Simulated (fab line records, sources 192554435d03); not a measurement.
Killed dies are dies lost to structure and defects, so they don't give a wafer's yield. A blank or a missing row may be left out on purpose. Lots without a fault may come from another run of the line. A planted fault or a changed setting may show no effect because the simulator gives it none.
fab line records | flow n5_finfet
record lots=9 wafers=27 last_day=20
route steps=1938 shown MOL_CONTACT_COAG@539 BEOL_M4@1111 PASSIVATION@1936
lots that met no fault: from a run of the same line without faults
start_h: hours from the record's first day to the start of the lot's first wafer shown | wait_h: hours since the lot's step before | " the same as in the row above | L1.1+2: a row that stands for several wafers | - no value, or no start given | * or withheld: withheld | < > ~ a bound
route shown NAME@n: a module of which the file shows steps, and the number in the route of the first | usual: mean/standard deviation of fault-free wafers | same: alike in all rows | chamber/n: place in a boat | sites: the reading at each site | _std_site: their standard deviation | _edge_site: outer sites' mean less inner sites' | radius_mm: how far each site lies from the wafer's centre | mask NAME#n: copy n | behind: the tool/chamber that last shaped the wafer | hold: why the lot was held/for how many hours/how that ended | device: the transistor (n, p or np) that didn't switch | end of line: the same wafers' tests at the end of the route | a step without rows: its recipe alone | killed: dies lost to structure and defects at the first sort, not the wafer's yield | map: a wafer's dies, x killed, . not, _ none there
set.NAME: the setting as run; set.NAME@STEP: as run at that earlier step | model.NAME: the simulator's own value behind a step, which no gauge read
steps of the route over a sample of lots; a table a step, a row a wafer
services: from which hour (start_h, from the record's first day; less than 0 if before it) a tool's chamber was out of use, for how many hours, and why
## steps
# step N5_MOL_CONTACT_COAG_STRIP_98
# recipe chemistry=N2/H2 power_w=500 temp_c=40 pressure_mtorr=50 rf_frequency_hz=6e+07 overash_fraction=0.3 bias_power_w=8 h2_frac=0.5 n2_flow_sccm=300 h2_flow_sccm=300
# usual bias_power_w=8.002/0.023 drypump_motor_current_A=5.7/0.57 h2_flow_sccm=300.1/0.97 oes_product_au=0.79/0.086 power_w=499.8/1.6 rf_vpp_V=54.4/1.5 showerhead_plenum_p_Torr=3.37/0.09 throttle_valve_pct=18.6/0.32
# columns lot.wafer tool chamber start_h wait_h bias_power_w drypump_motor_current_A h2_flow_sccm oes_product_au power_w rf_hours_counter_h rf_vpp_V showerhead_plenum_p_Torr throttle_valve_pct
L323.1 rie_diel-01 3 99.62 0.0 7.993 5.6 299.6 0.88 502.2 36 55.0 3.31 18.4
L323.4 " 2 " " 8.025 5.3 301.9 0.69 498.8 211 53.8 3.18 18.3
L323.6 " 0 " " 8.005 5.5 300.4 0.74 499.6 - 53.5 3.36 18.7
L324.3 rie_diel-01 3 108.30 0.0 7.994 5.7 298.3 0.86 499.6 39 55.0 3.31 18.4
L324.5 " 3 " " 8.001 5.7 298.2 0.88 499.7 - 54.0 3.31 18.4
L324.6 " 2 " " 8.028 5.3 300.8 0.69 502.1 - 53.3 3.18 18.3
L326.2 rie_diel-04 0 123.86 0.0 7.941 5.7 301.3 0.67 501.3 213 52.7 3.29 18.5
L326.3 " 2 " " 7.988 4.9 299.0 0.74 496.6 124 54.8 3.38 18.3
L326.4 " 3 " " 7.998 6.6 300.0 0.72 501.6 192 56.1 3.45 18.6
L332.1 rie_diel-04 3 152.57 0.0 8.013 6.5 302.6 0.72 498.8 200 55.5 3.45 18.7
L332.2 " 0 " " 7.989 5.8 300.1 0.68 500.6 218 51.4 3.29 18.5
L332.3 " 2 " " 7.998 4.9 301.6 0.75 496.4 133 54.9 3.38 18.3
L334.2 rie_diel-04 3 164.75 0.0 7.950 6.6 300.9 0.72 501.5 203 56.5 3.45 18.7
L334.3 " 2 " " 8.035 4.9 301.3 0.74 499.7 135 50.1 3.38 18.3
L334.5 " 1 " " 8.005 6.4 300.0 0.90 498.7 - 56.6 3.45 19.0
L338.1 rie_diel-05 1 188.37 0.0 7.995 6.4 299.3 0.88 500.6 35 53.7 3.29 18.4
L338.2 " 2 " " 8.021 5.4 300.9 0.76 501.4 137 53.2 3.35 18.4
L338.4 " 0 " " 8.006 5.3 300.2 0.81 498.2 101 54.1 3.38 18.4
L339.1 rie_diel-01 0 199.13 0.0 7.998 5.5 299.1 0.73 497.8 194 54.2 3.34 18.8
L339.4 " 3 " " 8.004 5.6 300.2 0.84 499.2 62 51.2 3.30 18.4
L339.6 " 0 " " 7.997 5.5 298.7 0.73 500.5 - 53.6 3.34 18.8
L340.1 rie_diel-04 3 201.18 0.0 7.995 6.6 301.0 0.70 501.0 213 54.5 3.44 18.7
L340.5 " 2 " " 7.985 4.9 300.8 0.74 499.7 - 52.7 3.37 18.3
L340.6 " 1 " " 7.998 6.4 299.0 0.88 499.8 - 55.0 3.44 19.0
L341.2 rie_diel-05 1 212.73 0.0 8.029 6.4 299.7 0.87 499.0 42 52.3 3.29 18.4
L341.3 " 2 " " 8.015 5.4 300.3 0.76 499.3 145 53.5 3.35 18.4
L341.4 " 3 " " 8.009 5.2 300.5 0.92 499.6 24 54.8 3.29 18.9
# step N5_MOL_CONTACT_COAG_TI_SIL_19
# recipe material=Ti target_thk_a=42 temp_c=200 chamber_pressure_pa=5 power_w=5000 time_s=15
# usual throttle_valve_pct=30.4/0.66
# columns lot.wafer tool chamber start_h wait_h throttle_valve_pct
L323.1 pvd_sputter-01 - 100.43 0.3 31.1
L323.4 " - " " 29.8
L323.6 " - " " 29.7
L324.3 pvd_sputter-02 - 108.82 0.1 30.9
L324.5 " - " " 30.9
L324.6 " - " " 30.4
L326.2 pvd_sputter-01 - 125.62 0.3 29.9
L326.3 " - " " 30.6
L326.4 " - " " 30.5
L332.1 pvd_sputter-01 - 153.42 0.5 30.8
L332.2 " - " " 31.0
L332.3 " - " " 30.2
L334.2 pvd_sputter-01 - 165.53 0.2 30.2
L334.3 " - " " 30.7
L334.5 " - " " 30.7
L338.1 pvd_sputter-02 - 189.30 0.2 30.0
L338.2 " - " " 30.5
L338.4 " - " " 29.8
L339.1 pvd_sputter-03 - 201.25 0.4 32.1
L339.4 " - " " 30.2
L339.6 " - " " 31.9
L340.1 pvd_sputter-03 - 201.73 0.2 29.3
L340.5 " - " " 30.4
L340.6 " - " " 30.9
L341.2 pvd_sputter-01 - 213.29 0.2 29.9
L341.3 " - " " 30.9
L341.4 " - " " 30.5
# step N5_MOL_CONTACT_COAG_ALD_20
# recipe material=TiN target_thk_a=15 temp_c=400 ald_precursor_family=TiCl4 ald_co_reactant=NH3 pulse_time_s=1 purge_time_s=3 co_reactant_purge_time_s=2 co_reactant_pulse_time_s=2 ald_cycles=68 pressure_torr=3
# usual heater_power_outer_w=534/46 heater_power_w=838/65 precursor_pulse_height_rel=1.000/0.02
# columns lot.wafer tool chamber start_h wait_h heater_power_outer_w heater_power_w precursor_pulse_height_rel
L323.1 ald_metal-04 0 100.55 0.1 585 885 1.010
L323.4 " 3 " " 642 1009 0.981
L323.6 " 2 " " 530 893 1.019
L324.3 ald_metal-04 1 108.94 0.1 524 810 0.998
L324.5 " 3 " " 634 1015 0.995
L324.6 " 0 " " 573 906 0.995
L326.2 ald_metal-01 0 125.74 0.1 583 863 0.974
L326.3 " 3 " " 504 775 1.000
L326.4 " 1 " " 473 794 0.996
L332.1 ald_metal-01 3 153.54 0.1 510 771 1.019
L332.2 " 0 " " 565 862 1.004
L332.3 " 1 " " 471 783 1.023
L334.2 ald_metal-04 2 165.65 0.1 528 895 0.979
L334.3 " 1 " " 525 781 1.029
L334.5 " 2 " " 539 901 0.995
L338.1 ald_metal-01 1 189.42 0.1 490 781 0.983
L338.2 " 2 " " 509 846 0.993
L338.4 " 3 " " 507 787 1.015
L339.1 ald_metal-01 1 201.39 0.1 486 777 0.996
L339.4 " 0 " " 580 849 0.973
L339.6 " 1 " " 489 784 0.962
L340.1 ald_metal-02 2 201.85 0.1 447 769 1.004
L340.5 " 0 " " 665 970 1.001
L340.6 " 2 " " 442 750 1.004
L341.2 ald_metal-01 3 213.41 0.1 514 758 0.998
L341.3 " 0 " " 565 855 0.998
L341.4 " 2 " " 517 842 0.986
# step N5_MOL_CONTACT_COAG_COAT_75
# recipe resist=SOC temp_c=250 time_s=60 spin_rpm=1500 resist_thk_nm=60
# usual spin_speed_rpm=1500.1/1.1
# columns lot.wafer tool chamber start_h wait_h spin_speed_rpm
L323.1 litho_track-02 0 107.86 0.1 1500.2
L323.4 " 0 " " 1501.2
L323.6 " 0 " " 1499.1
L324.3 litho_track-04 0 119.27 0.0 1500.1
L324.5 " 0 " " 1500.7
L324.6 " 0 " " 1500.0
L326.2 litho_track-04 0 133.19 0.0 1500.1
L326.3 " 0 " " 1499.8
L326.4 " 0 " " 1499.5
L332.1 litho_track-04 0 162.35 0.5 1565.2
L332.2 " 0 " " 1563.2
L332.3 " 0 " " 1563.4
L334.2 litho_track-04 0 175.73 0.0 1563.2
L334.3 " 0 " " 1564.1
L334.5 " 0 " " 1563.5
L338.1 litho_track-01 0 197.99 0.0 1500.1
L338.2 " 0 " " 1499.7
L338.4 " 0 " " 1499.3
L339.1 litho_track-01 0 208.18 0.0 1502.2
L339.4 " 0 " " 1501.4
L339.6 " 0 " " 1499.1
L340.1 litho_track-01 0 210.38 0.0 1499.2
L340.5 " 0 " " 1501.9
L340.6 " 0 " " 1501.0
L341.2 litho_track-01 0 223.34 0.0 1500.0
L341.3 " 0 " " 1499.9
L341.4 " 0 " " 1499.2
# step N5_BEOL_M4_RC_MEAS_101
# usual DIBL_N=37.1/2.6 DIBL_P=38/3 IOFF_N=0.18/0.052 IOFF_P=0.25/0.06 ION_N=678/15 ION_P=467/8.6 SS_N=71.7/0.73 SS_P=73.7/0.89 VT_N=249/4.3 VT_P=-248/3.8
# columns lot.wafer tool chamber start_h wait_h DIBL_N[mV/V] DIBL_P[mV/V] IOFF_N[nA/um] IOFF_P[nA/um] ION_N[uA/um] ION_P[uA/um] SS_N[mV/dec] SS_P[mV/dec] VT_N[mV] VT_P[mV]
L323.1 prober-02 0 245.30 0.0 36.0 34 0.14 0.20 676 465 71.2 72.9 248 -250
L323.4 " 0 " " 36.3 36 0.17 0.24 692 472 71.6 73.4 244 -246
L323.6 " 0 " " 36.3 35 0.15 0.24 691 474 71.2 72.7 249 -248
L324.3 prober-01 0 257.73 0.7 37.3 39 0.21 0.29 708 478 71.3 74.5 242 -242
L324.5 " 0 " " 36.6 36 0.16 0.23 683 467 72.1 73.8 248 -246
L324.6 " 0 " " 36.6 38 0.18 0.29 682 476 70.9 74.0 243 -243
L326.2 prober-02 0 273.11 0.2 34.7 34 0.13 0.22 659 464 71.6 73.4 251 -247
L326.3 " 0 " " 33.9 33 0.12 0.19 661 461 71.3 72.3 253 -251
L326.4 " 0 " " 34.8 35 0.13 0.23 674 475 71.1 72.6 255 -246
L332.1 prober-02 0 294.35 0.0 36.6 37 0.17 0.21 681 462 72.2 73.4 250 -248
L332.2 " 0 " " 35.2 37 0.15 0.21 683 474 71.9 73.5 251 -249
L332.3 " 0 " " 36.7 37 0.16 0.21 671 460 71.5 73.6 250 -251
L334.2 prober-02 0 323.27 0.2 36.4 36 0.15 0.20 684 466 71.6 73.5 252 -252
L334.3 " 0 " " 32.7 31 0.10 0.17 666 463 70.4 72.9 257 -253
L334.5 " 0 " " 35.0 33 0.13 0.17 664 455 71.5 72.6 257 -254
L338.1 prober-02 0 326.89 0.0 36.8 38 0.15 0.25 675 469 71.2 73.1 253 -245
L338.2 " 0 " " 37.6 39 0.18 0.29 680 478 71.5 73.6 247 -245
L338.4 " 0 " " 42.1 43 0.30 0.40 712 482 72.6 75.5 241 -240
L340.1 prober-01 0 348.65 0.0 35.4 38 0.15 0.20 669 457 71.1 73.4 253 -252
L340.5 " 0 " " 36.7 39 0.18 0.22 688 465 71.8 73.7 246 -252
L340.6 " 0 " " 35.1 38 0.15 0.21 669 460 71.3 73.4 251 -251
L341.2 prober-02 0 351.22 0.2 38.0 38 0.18 0.25 675 464 72.1 73.6 250 -248
L341.3 " 0 " " 33.1 34 0.10 0.17 655 458 70.9 73.0 258 -255
L341.4 " 0 " " 35.1 35 0.13 0.18 666 455 71.4 73.5 253 -253
L339.1 prober-01 0 351.78 0.7 32.3 34 0.11 0.17 661 452 70.5 71.0 253 -252
L339.4 " 0 " " 36.0 38 0.17 0.25 662 461 72.2 74.0 247 -248
L339.6 " 0 " " 32.8 34 0.12 0.18 671 469 70.6 71.9 254 -252
# step N5_PASSIVATION_PROBE_49
# usual defect_limited_yield=91.4/1.4 killed_at_M0_to_M3=34/9.1 killed_at_M4_up=14/5.2 killed_at_contacts=12/6.4 killed_at_front_end=38/11 killed_at_other=3.7/2.8 killed_dies=102/17 killed_open=68/13 killed_short=32/7.8 sort_bin_4_leakage=0.05/0.3 sort_bin_5_function=5.1/1 sort_bin_6_memory=3.2/0.66 sort_n_pass=1076/19 sort_yield_pct=91.2/1.6
# same gross_dies=1180 killed_at_back_side=0 sort_bin_8_speed[%]=0
# columns lot.wafer tool chamber start_h wait_h defect_limited_yield[%] killed_at_M0_to_M3 killed_at_M4_up killed_at_contacts killed_at_front_end killed_at_other killed_dies killed_open killed_short sort_bin_4_leakage[%] sort_bin_5_function[%] sort_bin_6_memory[%] sort_n_pass sort_yield_pct[%]
L334.2 prober-02 - 432.09 0.1 92.2 45 8 5 32 2 92 60 31 0 3.7 3.2 1088 92.2
L334.3 prober-02 - 432.14 0.1 90.4 45 17 9 34 8 113 70 38 0 5.9 3.5 1067 90.4
L334.5 prober-02 - 432.24 0.2 93.1 33 8 7 26 8 82 49 28 0 4.2 2.5 1098 93.1
# killed by level:class
L334.2 BEOL_M0_SAQP:geometric_particle:open=17 BEOL_M2:geometric_particle:open=9 STI_FIN_REVEAL:geometric_particle:short=8 DUMMY_GATE:geometric_particle:open=8 BEOL_M0_SAQP:geometric_particle:short=8 STI_FIN_REVEAL:geometric_particle:open=5 BEOL_M3:geometric_particle:open=5 MOL_CONTACT_COAG:geometric_particle:open=4
L334.3 BEOL_M2:geometric_particle:open=17 FIN_SAQP:geometric_particle:short=14 BEOL_M0_SAQP:geometric_particle:open=9 MOL_CONTACT_COAG:geometric_particle:open=8 GATE_CUT:geometric_particle:short=7 BEOL_M1:geometric_particle:open=7 BEOL_M4:geometric_particle:open=5 BEOL_M0_SAQP:geometric_particle:short=4
L334.5 BEOL_M2:geometric_particle:open=9 BEOL_M0_SAQP:geometric_particle:short=9 DUMMY_GATE:geometric_particle:open=7 BEOL_M0_SAQP:geometric_particle:open=7 MOL_CONTACT_COAG:geometric_particle:open=5 FIN_SAQP:geometric_particle:short=3 STI_FIN_REVEAL:geometric_particle:short=3 BEOL_M3:geometric_particle:open=3
## services
# columns tool chamber start_h hours kind
litho_track-04 - 79.34 - consumable_replace:filter
pvd_sputter-02 - 86.23 5.7 repair
ald_metal-04 2 101.05 28.4 repair
pvd_sputter-01 - 102.01 15.5 repair
ald_metal-02 2 104.99 4.0 repair
pvd_sputter-03 - 106.97 1.1 repair
rie_diel-01 1 110.94 3.2 repair
ald_metal-04 1 113.95 2.2 repair
pvd_sputter-02 - 118.55 0.5 repair
ald_metal-02 3 120.42 5.9 repair
rie_diel-01 - 123.84 1.0 repair
rie_diel-04 0 130.04 8.7 repair
pvd_sputter-03 - 135.19 3.9 repair
pvd_sputter-01 - 147.54 3.7 repair
rie_diel-01 - 147.93 0.5 repair
pvd_sputter-03 - 175.65 1.1 repair
rie_diel-05 - 177.06 2.8 pm
pvd_sputter-02 - 184.70 1.4 repair
rie_diel-05 - 188.93 0.2 repair
ald_metal-01 - 196.00 2.9 repair
ald_metal-02 3 199.23 4.6 repair
rie_diel-04 3 206.48 9.8 repair
rie_diel-01 0 208.40 5.3 repair
rie_diel-05 - 208.65 0.6 repair
## key
first_sign step=N5_MOL_CONTACT_COAG_COAT_75 reading=spin_speed_rpm direction=up sigmas=59 usual=* struck=*
effect none on later readings
met_at N5_MOL_CONTACT_COAG_COAT_75
struck_lots L332,L334
not_acting_at N5_MOL_CONTACT_COAG_STRIP_98,N5_MOL_CONTACT_COAG_TI_SIL_19,N5_MOL_CONTACT_COAG_ALD_20
onset_between 133.19 162.35
fault kind=process_parameter_drift tool=litho_track-04 chamber=- onset_h=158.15 steps=N5_MOL_CONTACT_COAG_COAT_75 channel=spin_rpm offset=* shape=step end_h=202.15 acts_in=* stated=*
